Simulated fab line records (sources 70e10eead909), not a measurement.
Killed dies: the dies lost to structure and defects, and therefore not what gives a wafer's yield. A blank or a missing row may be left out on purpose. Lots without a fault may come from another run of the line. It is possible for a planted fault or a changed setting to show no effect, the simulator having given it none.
fab line records	flow nand_harc
record lots=7	wafers=19	last_day=34
route steps=1302 shown A_CHANNEL_HOLE_D1@454 END@1302
lots that met no fault: from a run of the same line without faults
start_h: hours from the record's opening day to when the first of the lot's shown wafers began	wait_h: hours elapsed since this lot's preceding step	" same as the row above	L1.1+2: several wafers, shown together as one row	- value missing, or start not given	* or withheld: withheld	< > ~ a bound
route shown NAME@n: names a module that has steps shown in the file, with the first one's number in the route	usual: average and standard deviation across the fault-free wafers	same: alike in all rows	chamber/n: place in a boat	sites: each site's reading	_std_site: standard deviation of those values	_edge_site: inner sites' mean taken away from outer sites' mean	radius_mm: for every site, how far away it sits from the centre of the wafer	mask NAME#n: copy n	behind: tool/chamber where the wafer was last shaped	hold: cause of the lot's hold/its duration in hours/its outcome	device: whichever transistor did not switch (one of n, p or np)	end of line: tests run on the same wafers once the route is complete	a step given without rows: its recipe and nothing more	killed: the dies lost at the first sort to structure and to defects; this is not the yield of the wafer	map: per-die view of a wafer (x killed, . not killed, _ where there is no die)
set.NAME: setting as actually run; set.NAME@STEP: the setting as run at that earlier step	model.NAME: the simulator's own value behind a step, which no gauge read
lots seen at some steps along the route; tables by step, rows by wafer
services: from which hour (start_h, from the record's first day; less than 0 if before it) a tool's chamber was out of use, for how many hours, and why
## steps
# step NHARC_A_CHANNEL_HOLE_D1_COAT_36
# recipe temp_c=260	time_s=75
# step NHARC_A_CHANNEL_HOLE_D1_COAT_37
# recipe temp_c=225	time_s=65
# step NHARC_A_CHANNEL_HOLE_D1_COAT_04
# recipe spin_rpm=1500	resist_thk_nm=90
# step NHARC_A_CHANNEL_HOLE_D1_SOFTBAKE_05
# recipe temp_c=105	time_s=55
# step NHARC_A_CHANNEL_HOLE_D1_EBR_06
# step NHARC_A_CHANNEL_HOLE_D1_EXPOSE_07
# recipe na=1.35	target_cd_nm=100	sigma_outer=0.3	dose_mj=59.65	mask_id=HOLE_D1
# step NHARC_A_CHANNEL_HOLE_D1_PEB_08
# recipe peb_temp_c=100	peb_time_s=65
# step NHARC_A_CHANNEL_HOLE_D1_DEVELOP_09
# recipe develop_time_s=35	dev_temp_c=23
# step NHARC_A_CHANNEL_HOLE_D1_CD_MEAS_10
# recipe target_cd_nm=100	landing_energy_ev=500
# usual cd_nm=100.0/0.44
lot.wafer	tool	chamber	start_h	wait_h	cd_nm
L837.1	cd_sem-02	0	197.16	-	100.5
L837.4	"	0	"	"	100.5
L837.5	"	0	"	"	99.7
L845.3	cd_sem-01	0	280.94	-	100.0
L845.5	"	0	"	"	100.2
L845.6	"	0	"	"	100.1
L848.4	cd_sem-03	0	317.07	-	99.5
L848.5	"	0	"	"	99.3
L848.6	"	0	"	"	99.9
L850.3	cd_sem-02	0	322.85	-	99.9
L850.4	"	0	"	"	99.6
L849.4	cd_sem-01	0	331.82	-	100.6
L849.6	"	0	"	"	101.0
L858.1	cd_sem-03	0	403.87	-	100.3
L858.2	"	0	"	"	99.3
L858.5	"	0	"	"	100.1
L857.1	cd_sem-01	0	436.90	-	99.0
L857.4	"	0	"	"	99.8
L857.5	"	0	"	"	99.9
# step NHARC_A_CHANNEL_HOLE_D1_OVL_MEAS_11
# usual overlay_x_nm=0.2/0.82	overlay_y_nm=0.3/0.87
lot.wafer	tool	chamber	start_h	wait_h	overlay_x_nm	overlay_y_nm
L837.1	overlay-01	-	197.25	-	1.4	0.0
L837.4	"	-	"	"	1.3	0.0
L837.5	"	-	"	"	0.6	0.3
L845.3	overlay-01	-	281.02	-	0.2	1.2
L845.5	"	-	"	"	0.6	1.0
L845.6	"	-	"	"	0.1	0.8
L848.4	overlay-02	-	317.16	-	1.4	1.2
L848.5	"	-	"	"	1.0	0.7
L848.6	"	-	"	"	1.1	1.0
L850.3	overlay-02	-	322.93	-	-0.3	-0.3
L850.4	"	-	"	"	-0.6	-0.5
L849.4	overlay-01	-	331.90	-	0.1	-0.5
L849.6	"	-	"	"	1.1	0.3
L858.1	overlay-01	-	403.96	-	0.1	1.5
L858.2	"	-	"	"	-0.1	1.5
L858.5	"	-	"	"	0.2	1.5
L857.1	overlay-02	-	436.99	-	-0.1	1.2
L857.4	"	-	"	"	0.4	0.8
L857.5	"	-	"	"	0.0	1.0
# step NHARC_A_CHANNEL_HOLE_D1_INSPECT_12
# usual raw_defect_count=5.3/2.6
lot.wafer	tool	chamber	start_h	wait_h	raw_defect_count
L837.1	defect_inspect-02	-	197.29	0.0	5
L837.4	"	-	"	"	3
L837.5	"	-	"	"	6
L845.3	defect_inspect-02	-	281.06	0.0	9
L845.5	"	-	"	"	5
L845.6	"	-	"	"	6
L848.4	defect_inspect-02	-	317.19	0.0	3
L848.5	"	-	"	"	10
L848.6	"	-	"	"	5
L850.3	defect_inspect-02	-	322.97	0.0	1
L850.4	"	-	"	"	5
L849.4	defect_inspect-02	-	331.94	0.0	3
L849.6	"	-	"	"	4
L858.1	defect_inspect-02	-	403.99	0.0	7
L858.2	"	-	"	"	10
L858.5	"	-	"	"	4
L857.1	defect_inspect-02	-	437.03	0.0	3
L857.4	"	-	"	"	3
L857.5	"	-	"	"	0
# step NHARC_A_CHANNEL_HOLE_D1_DESCUM_15
# recipe time_s=3	o2_flow_sccm=200	ar_flow_sccm=0	bias_power_w=0	chemistry=O2
# usual drypump_motor_current_A=5.7/0.32	oes_product_au=1.001/0.0068	rf_vpp_V=57.8/0.97	showerhead_plenum_p_Torr=1.92/0.062	throttle_valve_pct=11.311/0.0096
lot.wafer	tool	chamber	start_h	wait_h	drypump_motor_current_A	oes_product_au	rf_hours_counter_h	rf_vpp_V	showerhead_plenum_p_Torr	throttle_valve_pct
L837.4	rie_diel-02	3	197.35	0.1	5.8	1.017	11	59.5	1.96	11.311
L837.1	"	2	"	"	6.0	1.010	12	58.0	1.93	11.313
L837.5	"	0	"	"	5.5	1.010	-	57.7	1.93	11.321
L845.3	rie_diel-02	0	281.13	0.1	5.5	0.998	6	58.5	1.93	11.291
L845.5	"	3	"	"	5.8	1.000	-	56.8	1.96	11.302
L845.6	"	2	"	"	6.0	0.997	-	56.4	1.93	11.324
L848.4	rie_diel-02	2	317.28	0.1	5.9	1.016	10	58.2	1.93	11.308
L848.6	"	3	"	"	5.8	1.006	-	59.0	1.96	11.289
L848.5	"	0	"	"	5.5	1.008	-	56.9	1.93	11.290
L850.4	rie_diel-02	1	323.04	0.1	5.7	1.002	8	57.8	1.82	11.321
L850.3	"	2	"	"	6.0	1.005	10	57.6	1.93	11.311
L849.4	rie_diel-02	2	332.02	0.1	6.0	1.008	12	55.8	1.93	11.302
L849.6	"	3	"	"	5.8	1.003	-	57.8	1.96	11.304
L858.2	rie_diel-02	0	404.06	0.1	5.5	1.003	0	57.3	1.92	11.313
L858.1	"	2	"	"	6.0	1.011	0	57.8	1.93	11.322
L858.5	"	1	"	"	5.7	1.008	-	58.5	1.82	11.303
L857.1	rie_diel-04	0	437.09	0.1	5.3	0.995	22	57.2	1.84	11.329
L857.4	"	2	"	"	6.2	0.993	28	57.6	1.97	11.315
L857.5	"	0	"	"	5.3	1.006	-	58.0	1.84	11.309
# step NHARC_A_CHANNEL_HOLE_D1_ETCH_38
# recipe target_depth_a=390	over_etch_frac=0.3	time_s=65	ion_energy_ev=80	cf4_flow_sccm=150	ar_flow_sccm=0	rf_w=300	bias_w=100	chemistry=CF4
# usual drypump_motor_current_A=5.7/0.31	oes_product_au=1.001/0.0082	rf_fwd_power_W=297.0/1.2	rf_vpp_V=151.4/1	showerhead_plenum_p_Torr=1.77/0.052	throttle_valve_pct=13.284/0.0096
# same over_etch_frac=0.3
lot.wafer	tool	chamber	start_h	wait_h	drypump_motor_current_A	oes_product_au	rf_fwd_power_W	rf_hours_counter_h	rf_vpp_V	showerhead_plenum_p_Torr	throttle_valve_pct
L837.1	rie_diel-02	2	197.44	0.1	5.9	1.006	296.5	12	151.1	1.79	13.286
L837.4	"	1	"	"	5.7	1.017	296.0	12	150.5	1.69	13.291
L837.5	"	3	"	"	5.8	1.010	295.4	-	149.8	1.81	13.280
L845.3	rie_diel-02	2	281.24	0.1	6.0	0.999	298.5	6	152.0	1.78	13.280
L845.6	"	3	"	"	5.8	1.001	294.6	-	152.4	1.81	13.298
L845.5	"	2	"	"	6.0	1.006	298.5	-	150.9	1.78	13.283
L848.4	rie_diel-02	2	317.34	0.1	6.0	0.839	298.7	10	150.2	1.78	13.275
L848.5	"	2	"	"	6.0	1.006	299.0	-	150.8	1.78	13.273
L848.6	"	3	"	"	5.8	0.836	296.5	-	151.7	1.81	13.262
L850.3	rie_diel-02	1	323.11	0.1	5.7	1.011	295.9	8	150.9	1.69	13.283
L850.4	"	2	"	"	6.0	0.838	296.9	10	151.7	1.78	13.290
L849.4	rie_diel-02	1	332.10	0.1	5.7	0.827	297.2	9	149.3	1.69	13.281
L849.6	"	2	"	"	6.0	0.821	297.7	-	151.6	1.78	13.285
L858.1	rie_diel-02	3	404.14	0.1	5.8	1.008	297.5	0	151.5	1.81	13.271
L858.2	"	0	"	"	5.5	0.997	295.3	0	150.1	1.78	13.281
L858.5	"	3	"	"	5.8	1.002	297.4	-	150.9	1.81	13.284
L857.4	rie_diel-04	3	437.23	0.1	6.0	0.986	299.2	27	152.5	1.87	13.299
L857.1	"	1	"	"	6.6	0.989	297.2	24	150.8	1.65	13.284
L857.5	"	0	"	"	5.2	0.990	299.0	-	150.8	1.70	13.294
# step NHARC_A_CHANNEL_HOLE_D1_ETCH_39
# recipe target_depth_a=2600	over_etch_frac=0.3	time_s=325	ion_energy_ev=200	n2_flow_sccm=150	h2_flow_sccm=150	ar_flow_sccm=0	rf_w=400	bias_w=150	chemistry=N2/H2
# usual drypump_motor_current_A=5.7/0.33	oes_product_au=1.000/0.0076	rf_fwd_power_W=399.0/1.2	rf_vpp_V=430.5/2.2	showerhead_plenum_p_Torr=2.04/0.067	throttle_valve_pct=14.171/0.0088
# same over_etch_frac=0.3
lot.wafer	tool	chamber	start_h	wait_h	drypump_motor_current_A	oes_product_au	rf_fwd_power_W	rf_hours_counter_h	rf_vpp_V	showerhead_plenum_p_Torr	throttle_valve_pct
L837.4	rie_diel-02	0	-	-	5.5	1.000	401.0	11	430.0	2.06	14.191
L837.1	"	3	"	"	5.8	1.008	399.1	11	432.1	2.09	14.166
L837.5	"	0	"	"	5.5	1.000	399.7	-	429.5	2.06	14.169
L845.3	rie_diel-02	2	-	-	5.9	1.008	398.5	6	432.0	2.06	14.163
L845.6	"	2	"	"	6.0	1.001	398.2	-	432.2	2.06	14.176
L845.5	"	0	"	"	5.5	0.992	399.0	-	430.6	2.05	14.174
L848.4	rie_diel-02	3	-	-	5.8	0.994	399.1	10	432.0	2.09	14.171
L848.5	"	3	"	"	5.8	1.001	399.1	-	432.7	2.09	14.170
L848.6	"	0	"	"	5.5	0.996	399.2	-	430.1	2.05	14.178
L850.3	rie_diel-02	3	-	-	5.8	1.020	400.4	10	433.0	2.09	14.174
L850.4	"	0	"	"	5.5	1.006	399.3	10	431.3	2.05	14.182
L849.4	rie_diel-02	1	-	-	5.7	1.010	399.6	9	427.9	1.93	14.184
L849.6	"	1	"	"	5.7	0.997	400.8	-	427.2	1.93	14.173
L858.2	rie_diel-02	0	-	-	5.5	0.995	399.9	0	430.1	2.05	14.176
L858.1	"	1	"	"	5.7	1.005	399.4	0	427.9	1.93	14.162
L858.5	"	3	"	"	5.8	0.996	399.8	-	432.9	2.09	14.173
L857.4	rie_diel-04	0	-	-	5.3	0.992	399.3	22	427.1	1.95	14.184
L857.1	"	1	"	"	6.6	0.992	399.0	24	425.4	1.88	14.183
L857.5	"	1	"	"	6.6	0.991	399.2	-	426.4	1.88	14.166
# step NHARC_END_SORT_01
# recipe temp_c=25
# usual killed_at_array=58/15	killed_at_other=0.8/1.2	killed_at_periphery=3.5/2.5	killed_dies=62/15	killed_open=3.2/1.7	killed_short=2.4/1.5
# same gross_dies=677
lot.wafer	tool	chamber	start_h	wait_h	killed_at_array	killed_at_other	killed_at_periphery	killed_dies	killed_open	killed_short
L837.1	prober-01	0	565.98	2.5	58	0	7	65	3	3
L837.4	prober-01	0	568.40	3.4	69	0	5	74	1	4
L837.5	prober-01	0	569.20	3.7	55	0	5	60	3	4
L845.3	prober-01	0	656.64	3.1	28	0	7	35	2	1
L845.5	prober-01	0	658.24	3.7	35	0	5	40	3	1
L845.6	prober-01	0	659.04	4.0	37	1	8	46	5	3
L850.3	prober-01	0	709.57	3.1	60	2	4	66	6	6
L850.4	prober-01	0	710.36	3.4	258	0	2	260	4	2
L848.4	prober-02	0	710.46	3.4	222	0	7	229	2	4
L848.5	prober-02	0	711.26	3.7	30	0	5	35	3	6
L848.6	prober-02	0	712.06	4.0	246	0	3	249	2	1
L849.4	prober-01	0	725.88	3.4	208	0	1	209	2	4
L849.6	prober-01	0	727.49	4.0	223	1	0	224	2	2
L858.1	prober-01	0	786.88	2.5	47	1	1	49	3	2
L858.2	prober-01	0	787.68	2.8	50	1	3	54	2	6
L858.5	prober-01	0	790.08	3.7	53	2	4	59	6	4
L857.1	prober-01	0	823.03	2.5	53	1	4	58	6	2
L857.4	prober-01	0	825.46	3.4	49	0	5	54	0	4
L857.5	prober-01	0	826.26	3.7	44	0	5	49	6	4
# killed by level:class
L837.1 A_CHANNEL_HOLE_D1:chamber_film_flake=32 A_SLIT:chamber_film_flake=20 P_CONTACT:chamber_film_flake=2 P_M2:chamber_film_flake=2 A_CHANNEL_HOLE_D2:chamber_film_flake=2 P_CONTACT:geometric_particle:open=1 P_M0:geometric_particle:open=1 P_M1:geometric_particle:short=1
L837.4 A_CHANNEL_HOLE_D1:chamber_film_flake=32 A_SLIT:chamber_film_flake=20 A_CONTACT:chamber_film_flake=5 A_CHANNEL_HOLE_D2:chamber_film_flake=4 A_CHANNEL_FILL_D1:geometric_particle:short=2 P_M2:chamber_film_flake=2 A_CHANNEL_FILL_D1:chamber_film_flake=2 P_M0:geometric_particle:open=1
L837.5 A_CHANNEL_HOLE_D1:chamber_film_flake=26 A_SLIT:chamber_film_flake=15 A_CHANNEL_HOLE_D2:chamber_film_flake=5 A_CONTACT:chamber_film_flake=4 P_M2:chamber_film_flake=3 P_CONTACT:geometric_particle:open=1 P_M2:geometric_particle:short=1 A_ONON_D1:geometric_particle:open=1
L845.3 A_CHANNEL_HOLE_D2:chamber_film_flake=15 A_CHANNEL_HOLE_D1:chamber_film_flake=4 P_GATE:chamber_film_flake=3 P_STI:chamber_film_flake=2 A_SLIT:chamber_film_flake=2 A_CONTACT:chamber_film_flake=2 P_M0:geometric_particle:open=1 A_CHANNEL_FILL_D1:geometric_particle:open=1
L845.5 A_CHANNEL_HOLE_D2:chamber_film_flake=20 A_CHANNEL_HOLE_D1:chamber_film_flake=7 P_M0:geometric_particle:open=2 A_CHANNEL_FILL_D1:geometric_particle:short=1 A_BLC:geometric_particle:open=1 A_DECK1_JOINT:chamber_film_flake=1 P_STI:chamber_film_flake=1 P_GATE:chamber_film_flake=1
L845.6 A_CHANNEL_HOLE_D2:chamber_film_flake=19 A_CHANNEL_HOLE_D1:chamber_film_flake=9 P_GATE:chamber_film_flake=3 P_M0:geometric_particle:open=2 P_M0:geometric_particle:short=2 A_CONTACT:chamber_film_flake=2 P_CONTACT:geometric_particle:open=1 A_DECK1_JOINT:geometric_particle:open=1
L850.3 A_SLIT:chamber_film_flake=34 A_CHANNEL_HOLE_D1:chamber_film_flake=5 A_SGD_CUT:chamber_film_flake=5 A_ONON_D1:geometric_particle:open=2 A_WL_FILL:geometric_particle:short=2 P_GATE:chamber_film_flake=2 THIN_TSV:chamber_film_flake=2 P_STI:geometric_particle:short=1
L850.4 A_CHANNEL_HOLE_D1:area_etch=207 A_SLIT:chamber_film_flake=28 A_CHANNEL_HOLE_D1:chamber_film_flake=7 A_CHANNEL_FILL_D2:chamber_film_flake=3 A_STAIRCASE:chamber_film_flake=3 A_SGD_CUT:chamber_film_flake=3 A_DECK1_JOINT:geometric_particle:open=2 P_GATE:geometric_particle:short=1
L848.4 A_CHANNEL_HOLE_D1:area_etch=194 A_CONTACT:chamber_film_flake=5 A_CHANNEL_HOLE_D1:chamber_film_flake=4 A_SLIT:chamber_film_flake=4 P_GATE:chamber_film_flake=3 A_CHANNEL_FILL_D2:chamber_film_flake=3 A_DECK1_JOINT:geometric_particle:short=2 A_CHANNEL_FILL_D1:chamber_film_flake=2
L848.5 A_CHANNEL_HOLE_D1:chamber_film_flake=7 A_SLIT:chamber_film_flake=4 A_CHANNEL_FILL_D2:geometric_particle:short=3 A_CHANNEL_FILL_D1:chamber_film_flake=3 A_DECK1_JOINT:chamber_film_flake=3 A_CONTACT:chamber_film_flake=3 P_GATE:chamber_film_flake=2 P_M0:geometric_particle:open=1
L848.6 A_CHANNEL_HOLE_D1:area_etch=219 A_CHANNEL_HOLE_D1:chamber_film_flake=9 A_CONTACT:chamber_film_flake=6 A_SLIT:chamber_film_flake=4 A_WL_FILL:chamber_film_flake=3 A_CHANNEL_FILL_D2:geometric_particle:open=2 A_DECK1_JOINT:geometric_particle:short=1 P_STI:chamber_film_flake=1
L849.4 A_CHANNEL_HOLE_D1:area_etch=177 A_STAIRCASE:chamber_film_flake=8 A_CONTACT:chamber_film_flake=6 A_CHANNEL_HOLE_D1:chamber_film_flake=4 A_SLIT:chamber_film_flake=4 A_ONON_D1:geometric_particle:short=3 A_BLC:geometric_particle:open=2 A_BONDPAD:chamber_film_flake=2
L849.6 A_CHANNEL_HOLE_D1:area_etch=173 A_STAIRCASE:chamber_film_flake=12 A_CHANNEL_HOLE_D1:chamber_film_flake=11 A_BONDPAD:chamber_film_flake=9 A_SLIT:chamber_film_flake=7 A_CONTACT:chamber_film_flake=5 A_CHANNEL_HOLE_D1:geometric_particle:open=1 A_SGD_CUT:geometric_particle:short=1
L858.1 A_CHANNEL_HOLE_D1:chamber_film_flake=22 A_CONTACT:chamber_film_flake=7 A_DECK1_JOINT:chamber_film_flake=4 A_SLIT:chamber_film_flake=4 A_BLC:chamber_film_flake=3 A_CHANNEL_FILL_D2:geometric_particle:short=2 A_CHANNEL_FILL_D1:geometric_particle:open=1 A_WL_FILL:geometric_particle:open=1
L858.2 A_CHANNEL_HOLE_D1:chamber_film_flake=28 A_SLIT:chamber_film_flake=5 A_STAIRCASE:chamber_film_flake=4 A_BLC:chamber_film_flake=3 A_ONON_D2:geometric_particle:short=2 A_CONTACT:chamber_film_flake=2 P_CONTACT:geometric_particle:short=1 P_M1:geometric_particle:open=1
L858.5 A_CHANNEL_HOLE_D1:chamber_film_flake=19 A_CONTACT:chamber_film_flake=8 A_SLIT:chamber_film_flake=8 A_BLC:chamber_film_flake=6 A_CHANNEL_HOLE_D2:chamber_film_flake=3 A_STAIRCASE:chamber_film_flake=3 P_CONTACT:geometric_particle:short=2 P_M0:geometric_particle:open=1
L857.1 A_SLIT:chamber_film_flake=35 A_CONTACT:chamber_film_flake=5 A_CHANNEL_HOLE_D2:chamber_film_flake=3 P_M0:geometric_particle:open=2 P_ZERO_WELL:chamber_film_flake=2 A_STAIRCASE:chamber_film_flake=2 A_SOURCE_PLATE:geometric_particle:open=1 A_ONON_D1:geometric_particle:short=1
L857.4 A_SLIT:chamber_film_flake=36 P_BONDPAD:chamber_film_flake=3 A_CHANNEL_HOLE_D2:chamber_film_flake=3 A_STAIRCASE:chamber_film_flake=2 A_CONTACT:chamber_film_flake=2 P_STI:geometric_particle:short=1 A_ONON_D1:geometric_particle:short=1 A_CHANNEL_HOLE_D1:geometric_particle:short=1
L857.5 A_SLIT:chamber_film_flake=25 A_CHANNEL_HOLE_D2:chamber_film_flake=5 P_BONDPAD:chamber_film_flake=3 A_CONTACT:chamber_film_flake=3 A_STAIRCASE:chamber_film_flake=2 P_CONTACT:geometric_particle:open=1 P_M1:geometric_particle:short=1 A_ONON_D1:geometric_particle:short=1
# map L848.6 (x killed, . not)
____________.____________
_________......x_________
_______....x......_______
______.....x.....x.______
_____...xx..xxxx...._____
____..x........xx....____
____.....xx...xx.xx..____
___.xxx..x..xx.....xx.___
___.....x..xxx..xx....___
__..xxx.x..x.xx..xx..x.__
__.xx..x.xx..xxx.xx.x.x__
_......xxx.x.xx..x......_
_...x..x.xxxxx.xx.xxx..._
_....xxx.xxxxxx.xx..xx.._
_....xxxx.xxxx.xxxxxx.x._
_.x.....xx.xxxxxx..x.x.x_
...x..xx.xxxxxxxx....x..x
x.x...x..xxx..xx..x.xxx..
.....xxx.xxxxxxx.x...x.x.
.x.x.x.x..xxxxx.x.xxxx..x
.......xxxxxx.xxx.xxxxx..
_.............x.x...x.x._
_.......x...xxx..xx.xxx._
_...x..x.x..xxx...xxxx.._
_.......xxx.xx..x......x_
_...xx.....x.xx..xxx...._
__...x....xx......x....__
__........xxx..x..x.x..__
___...x.x..xx....x.x.x___
___.x.....x.....x...xx___
____....xx.......x...____
____......x....x.....____
_____..............._____
______.............______
_______....xx.x..._______
_________......._________
____________.____________
# map L849.6 (x killed, . not)
____________.____________
_________.x....._________
_______x.xx.xx.x.._______
______x..xx.x.x....______
_____x.x..x..x...x.._____
____x...xx...........____
____..x.x.....xx.....____
___x........x.....x..x___
___x.x.........x......___
__x.......x......x.x.xx__
__....xx...x.....x.....__
_.xxxx.xx....xx....x...._
_x.......x.x......x..x.._
_...x.....x...x......x.._
_x...x.x...x.x..x......._
_........xx...x.....x..x_
.x.....................x.
......xx....x...........x
x.xx...x.x..x.xx......x..
xx..xxx.............x.x..
xxx.x..xx.xxxx.x.....x..x
_x.x.xx...xx............_
_xx.x...x.x.x.x..x...x.._
_..xx..xx...........x..._
_.x.xx.xxxx.....x..x...._
_xx...xx......xx.xx....x_
__..xx.x.xx.x..xx...x..__
__xxxx.x.xxx.x..xx....x__
___x..xxxxx....xxx...x___
___.xxxxx.x.....xx....___
____x.x..x.xx..x.xxx.____
____xxx.x.xx.x..x.x.x____
_____x.x.x..xx.x.x.._____
______x.xxx.x..x...______
_______x.x...xxxx._______
_________.xx..xx_________
____________.____________
## services
tool	chamber	start_h	hours	kind
rie_diel-04	-	180.56	9.0	pm
rie_diel-02	0	195.70	-	clean
rie_diel-02	1	195.70	-	clean
rie_diel-02	2	195.70	-	clean
rie_diel-02	3	195.70	-	clean
rie_diel-02	-	212.02	0.8	repair
rie_diel-02	-	216.70	9.0	pm
rie_diel-02	0	216.70	9.0	vent_cycle
rie_diel-02	1	216.70	15.0	vent_cycle
rie_diel-02	2	216.70	9.0	vent_cycle
rie_diel-02	3	216.70	9.0	vent_cycle
rie_diel-04	2	221.92	6.3	repair
rie_diel-02	0	225.70	-	clean
rie_diel-02	2	225.70	-	clean
rie_diel-02	3	225.70	-	clean
rie_diel-02	3	225.70	-	consumable_replace:focus_ring
rie_diel-02	0	250.20	-	clean
rie_diel-04	0	281.80	16.0	repair
rie_diel-04	2	291.43	9.7	repair
rie_diel-04	-	357.82	9.0	pm
rie_diel-02	-	393.70	9.0	pm
rie_diel-04	1	395.52	5.5	repair
rie_diel-04	1	411.04	2.2	repair
rie_diel-04	0	416.90	7.5	repair
## key
first_sign step=NHARC_A_CHANNEL_HOLE_D1_ETCH_38	reading=oes_product_au	direction=down	sigmas=21	usual=1.001	struck=0.832
effect step=NHARC_END_SORT_01	reading=killed_dies	direction=up	sigmas=12	usual=62	struck=234
more_kills_born_at NHARC_A_CHANNEL_HOLE_D1_ETCH_38@rie_diel-02=970
met_at NHARC_A_CHANNEL_HOLE_D1_ETCH_38
struck_wafers L848.4,L848.6,L849.4,L849.6,L850.4
tester_left_out L848,L849,L850
onset_between 281.24 317.34
fault kind=process_parameter_drift	tool=rie_diel-02	chamber=-	onset_h=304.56	steps=NHARC_A_CHANNEL_HOLE_D1_ETCH_38	channel=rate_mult	offset=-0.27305	shape=step	end_h=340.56	scope=struck_wafers_only
# tester_left_out: of these lots the tester's yield and bins aren't shown, on N5 and GAA mostly nor the transistor test; their killed dies are dies lost to structure and defects alone, not to doping, threshold or leakage, so they don't give the yield
